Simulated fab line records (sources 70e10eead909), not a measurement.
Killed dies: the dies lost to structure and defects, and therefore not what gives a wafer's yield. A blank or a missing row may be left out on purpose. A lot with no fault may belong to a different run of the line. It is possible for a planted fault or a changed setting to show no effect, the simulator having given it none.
Matching of chambers | flow nand harc | rie diel-06 running NHARC_A_BONDPAD_STRIP_15: 4 sister chambers
The step strips in O2. 16 wafers are shown with their chamber, then 8 later ones without.

## WAFERS, EACH WITH ITS CHAMBER
wafer  | chamber | drypump motor current A (A) | rf vpp V (V) | oes product au (a.u.)
L594.1 | 0       | 5.6                         | 59.3         | 0.992
L594.2 | 1       | 5.3                         | 57.4         | 1.000
L594.3 | 2       | 5.7                         | 56.3         | 1.001
L602.1 | 3       | 6.6                         | 58.7         | 1.015
L602.4 | 0       | 5.6                         | 57.1         | 1.009
L602.5 | 1       | 5.3                         | 58.2         | 1.014
L603.1 | 3       | 6.6                         | 58.1         | 1.003
L603.5 | 2       | 5.7                         | 56.9         | 1.007
L603.6 | 3       | 6.6                         | 56.3         | 1.014
L606.1 | 0       | 5.6                         | 57.7         | 1.010
L606.2 | 3       | 6.6                         | 58.6         | 1.013
L606.3 | 2       | 5.7                         | 58.1         | 1.007
L612.1 | 3       | 6.6                         | 58.4         | 1.020
L612.2 | 0       | 5.6                         | 58.6         | 1.009
L612.4 | 2       | 5.7                         | 56.9         | 1.010
L614.2 | 1       | 5.4                         | 56.2         | 1.000

SIGNATURES (averages over the wafers above)
reading                 | chamber 0 | chamber 1 | chamber 2 | chamber 3 | scatter within a chamber
drypump motor current A | 5.600     | 5.333     | 5.700     | 6.600     | 0.0236
rf vpp V                | 58.175    | 57.267    | 57.050    | 58.020    | 0.934
oes product au          | 1.00500   | 1.00467   | 1.00625   | 1.01300   | 0.00679
Rule: a wafer's distance from a chamber is the root of the sum, over the readings, of the square of ((its reading less the chamber's mean) divided by the reading's scatter). If the next closest chamber is less than 2 further off than the closest, the wafer can't be placed; otherwise it belongs to the closest. How the scatter is found: for the shown wafers, subtract from each reading the mean of its chamber, square and add these, divide the total by (wafers less chambers), then take the root.

## WAFERS WITHOUT THEIR CHAMBER
wafer  | drypump motor current A (A) | rf vpp V (V) | oes product au (a.u.)
L614.3 | 5.7                         | 57.2         | 1.005
L614.4 | 5.6                         | 57.8         | 1.001
L616.1 | 6.6                         | 57.9         | 1.007
L616.5 | 5.6                         | 57.0         | 0.989
L616.6 | 5.3                         | 58.1         | 1.003
L615.3 | 5.6                         | 57.0         | 1.004
L615.5 | 6.6                         | 56.6         | 1.014
L615.6 | 5.6                         | 57.8         | 0.990

## WHICH CHAMBER EACH WENT THROUGH
wafer  | from the rows above | in truth
L614.3 | 2                   | 2
L614.4 | 0                   | 0
L616.1 | 3                   | 3
L616.5 | 0                   | 0
L616.6 | 1                   | 1
L615.3 | 0                   | 0
L615.5 | 3                   | 3
L615.6 | 0                   | 0
Correct placement for 8 of the 8. From these rows, 0 cannot be placed. Number placed wrongly: 0.
